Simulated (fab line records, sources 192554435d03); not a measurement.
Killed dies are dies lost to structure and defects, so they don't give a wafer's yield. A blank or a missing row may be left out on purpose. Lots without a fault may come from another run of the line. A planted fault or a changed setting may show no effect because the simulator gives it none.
Split-lot experiment | flow n5_finfet | 7 lots, 21 wafers read, on a route of 1938 steps

THE SPLIT
At N5_BEOL_M0_ETCH_128 (etches SiCN in CF4/N2, target depth 12 nm, overetch 5.1 nm, time 21.4 s), the setting source_w was moved away from the recipe's 430 W on 3 of the 21 wafers read, by -15.3% to -7.9%. The other wafers ran this setting at the recipe's value.

The reading is taken at the split's own step.

THE READING
rf_vpp_V, in V, at N5_BEOL_M0_ETCH_128 (etches SiCN in CF4/N2, target depth 12 nm, overetch 5.1 nm, time 21.4 s). Fault-free wafers of this fab line usually give 382.8 V, standard deviation 2.2 V.

wafer  | tool, chamber at the split | source_w as run, W | against the recipe | rf_vpp_V, V | against lot-mates on the recipe
L074.1 | rie_diel-06, 3             | 430                | recipe             | 381.8       | -
L074.2 | rie_diel-06, 0             | 430                | recipe             | 381.4       | -
L074.4 | rie_diel-06, 2             | 396.1              | -7.9%              | 395.2       | +13.6
L076.4 | rie_diel-06, 1             | 364.3              | -15.3%             | 403.4       | +22.2
L076.5 | rie_diel-06, 0             | 430                | recipe             | 381.2       | -
L076.6 | rie_diel-06, 1             | 430                | recipe             | 381.1       | -
L078.2 | rie_diel-02, 1             | 430                | recipe             | 383.0       | -
L078.4 | rie_diel-02, 3             | 430                | recipe             | 380.5       | -
L078.6 | rie_diel-02, 0             | 430                | recipe             | 379.5       | -
L084.2 | rie_diel-06, 3             | 430                | recipe             | 381.9       | -
L084.5 | rie_diel-06, 0             | 430                | recipe             | 381.6       | -
L084.6 | rie_diel-06, 1             | 430                | recipe             | 381.2       | -
L087.1 | rie_diel-06, 3             | 430                | recipe             | 383.6       | -
L087.5 | rie_diel-06, 0             | 365.1              | -15.1%             | 401.1       | +18.4
L087.6 | rie_diel-06, 1             | 430                | recipe             | 381.8       | -
L090.1 | rie_diel-02, 2             | 430                | recipe             | 384.5       | -
L090.3 | rie_diel-02, 1             | 430                | recipe             | 384.0       | -
L090.6 | rie_diel-02, 2             | 430                | recipe             | 385.9       | -
L095.2 | rie_diel-06, 3             | 430                | recipe             | 382.0       | -
L095.4 | rie_diel-06, 1             | 430                | recipe             | 381.9       | -
L095.6 | rie_diel-06, 0             | 430                | recipe             | 380.4       | -

THE FIT
A straight line over all 21 wafers: rf_vpp_V changes by -1.36 V for each +1% of source_w; r = -0.97; the points scatter about the line by 1.6 V.
The same after taking each lot's own level away (the mean of its wafers on the recipe; 21 wafers): -1.38 V for each +1%; r = -0.98; scatter 1.2 V.
On that fit, the largest move of source_w shifts the reading by 21 V.
The lots' own levels span 381.00 to 384.80 V, that is 1.7 times the standard deviation above.
So the lot-to-lot level changes the slope little: the two slopes agree.
Check: with one of the wafers moved furthest among these (-15.3%) left out of the fit, the line predicts +20.3 V for it against its lot-mates. It came out at +22.2 V against them.
Tool readings at the split's step, against how far the setting was moved: rf_vpp_V r = -0.97.

OTHER SPLITS ON THESE WAFERS
These wafers also went through other splits before the reading. Each is held against what the fit with the lots' levels taken away leaves over:
other split on the same wafers            | wafers away from the commonest value | r with rf_vpp_V (lot level and that fit taken away)
N5_MOL_CONTACT_COAG_PECVD_31 temp_c       | 8                                    | +0.06
N5_MOL_CONTACT_COAG_CVD_140 target_thk_a  | 7                                    | +0.19
N5_BEOL_M0_SAQP_SPACER1_ALD_98 ald_cycles | 6                                    | +0.02

THE FILE'S OWN FIT
rf_vpp_V changes by -1.38 V for each +1% of source_w, r = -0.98.
